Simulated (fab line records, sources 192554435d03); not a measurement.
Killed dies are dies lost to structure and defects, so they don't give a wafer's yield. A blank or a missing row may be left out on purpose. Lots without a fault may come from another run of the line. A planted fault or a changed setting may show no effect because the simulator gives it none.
A struck lot beside a sound one | flow n5_finfet | 21 steps out of a route of 1938
Sound: wafers L122.2, L122.4, L122.5. Struck: wafers L125.2, L125.6. (L125.5 of the same lot was not struck and is left out.) The cause comes at the end.
At each step with rows: each side's tool, then ch and its chambers, then its first start. Under that, the readings that differ: sound wafers | struck wafers | difference of the means | sigmas: that difference in standard deviations of wafers without a fault.
alike: readings whose means differ by less than 2 such deviations, and words and numbers that are the same on both sides. not compared: withheld readings, readings that some wafer has no value for, bounds like >300 that may hide the same value, and numbers for which the record gives no deviation and whose values overlap.
The two part at a step that has a row with sigmas, a row that says differs or no value, or rows on one side only. Numbers that don't overlap but have no deviation are shown without sigmas and don't part them. A reading that every wafer of one side lacks parts them only if that side has two wafers or more.

first, 9 steps without rows for these wafers: N5_BEOL_M0_SAQP_EBR_10; N5_BEOL_M0_SAQP_SOFTBAKE_09 (time 60 s); N5_BEOL_M0_SAQP_EXPOSE_11 (exposes mask M0 CORE, target cd 42 nm); N5_BEOL_M0_SAQP_PEB_12 (peb time 60 s); N5_BEOL_M0_SAQP_DEVELOP_13 (develop time 30 s); N5_BEOL_M0_SAQP_DESCUM_19 (chemistry O2, time 7.9 s); N5_BEOL_M0_SAQP_ETCH_83 (etches SiARC in CF4, target depth 39 nm, time 65 s); N5_BEOL_M0_SAQP_ETCH_84 (etches SOC in N2/H2, target depth 100 nm, overetch 20 nm, time 150 s); N5_BEOL_M0_SAQP_STRIP_80 (strips in N2/H2).
N5_BEOL_M0_SAQP_HM_OPEN_112: chemistry CHF3/O2, target SiO2, stops on a-Si, target depth 12 nm, time 13.5 s.
  sound on rie_diel-04 ch 0,3, day 6 10:12; struck on rie_diel-04 ch 3, day 6 17:27
  reading                                         | sound           | struck    | difference | sigmas
  model.SiARC_of_BEOL_M0_SAQP_COAT_82.thk_nm (nm) | 5.2 4.8 5       | 0 0       | -5         |
  model.SOC_of_BEOL_M0_SAQP_COAT_81.thk_nm (nm)   | 100 100.2 100.2 | 97.8 97.8 | -2.3       |
  alike: drypump_motor_current_A, oes_f_703_au, oes_product_au, rf_vpp_V, showerhead_plenum_p_Torr, throttle_valve_pct
  not compared: rf_hours_counter_h, model.a-Si_of_BEOL_M0_SAQP_PECVD_04.thk_nm
then, 1 step without rows for these wafers: N5_BEOL_M0_SAQP_STRIP_113 (strips in CHF3/O2).
N5_BEOL_M0_SAQP_MANDREL_ETCH_20: etches a-Si in HBr/Cl2, stops on SiNx, target depth 60 nm, bt time 10 s, time 30 s.
  sound on rie_si-05 ch 0,1, day 6 10:17; struck on rie_si-02 ch 1,2, day 6 17:32
  reading                                       | sound             | struck     | difference | sigmas
  model.SOC_of_BEOL_M0_SAQP_COAT_81.thk_nm (nm) | 76.2 76 76        | 74.6 74.4  | -1.6       |
  model.etch.depth_nm (nm)                      | 58.92 59.74 60.44 | 57.69 58.9 | -1.41      |
  alike: drypump_motor_current_A, he_backside_leak_sccm, mfc_cl2_sccm, oes_product_au, throttle_valve_pct
  not compared: rf_hours_counter_h
then, 5 steps without rows for these wafers: N5_BEOL_M0_SAQP_STRIP_86 (strips in N2/H2); N5_BEOL_M0_SAQP_STRIP_115 (strips in post etch residue remover, time 60 s); N5_BEOL_M0_SAQP_SRD_93 (time 30 s); N5_BEOL_M0_SAQP_RECESS_114 (chemistry HF/NH3, target SiO2, target depth 14.4 nm, afs cycles 3, sublimation time 60 s); N5_BEOL_M0_SAQP_SPACER1_ALD_98 (deposits SiO2, target thk 12.8 nm, pulse time 1 s, purge time 2 s).
N5_BEOL_M0_SAQP_SPACER1_ETCHBACK_99: etches SiO2 in CHF3/O2, target depth 15.4 nm, time 7.7 s.
  sound on rie_diel-04 ch 2,3, day 6 11:23; struck on rie_diel-05 ch 2,3, day 6 18:38
  reading                                         | sound          | struck  | difference | sigmas
  rf_vpp_V (V)                                    | 536 530 537    | 522 524 | -11        | -2
  model.a-Si_of_BEOL_M0_SAQP_PECVD_04.thk_nm (nm) | 58.4 59.2 59.8 | 57 58.2 | -2         |
  alike: drypump_motor_current_A, oes_f_703_au, oes_product_au, showerhead_plenum_p_Torr, throttle_valve_pct
  not compared: rf_hours_counter_h
then, 1 step without rows for these wafers: N5_BEOL_M0_SAQP_MANDREL1_REMOVE_100 (chemistry HBr/Cl2/O2, target a-Si, stops on SiNx, bt time 10 s).
-- the record jumps here: 2 days lie between the struck wafers' starts before and after (it left off in module BEOL_M0_SAQP and takes up again in module BEOL_M4, whose first step shown is number 1111 of the route) --
N5_BEOL_M4_RC_MEAS_101:
  sound on prober-02 ch 0, day 9 02:17; struck on prober-01 ch 0, day 9 06:34
  reading       | sound       | struck  | difference | sigmas
  ION_P (uA/um) | 474 460 469 | 448 451 | -18        | -3
  alike: DIBL_N, DIBL_P, IOFF_N, IOFF_P, ION_N, SS_N, SS_P, VT_N, VT_P
then, 1 step without rows for these wafers: N5_PASSIVATION_PROBE_49.

WHERE THEY PART
First at N5_BEOL_M0_SAQP_SPACER1_ETCHBACK_99; last, within this record, at N5_BEOL_M4_RC_MEAS_101.

WHY: what the simulator had put in
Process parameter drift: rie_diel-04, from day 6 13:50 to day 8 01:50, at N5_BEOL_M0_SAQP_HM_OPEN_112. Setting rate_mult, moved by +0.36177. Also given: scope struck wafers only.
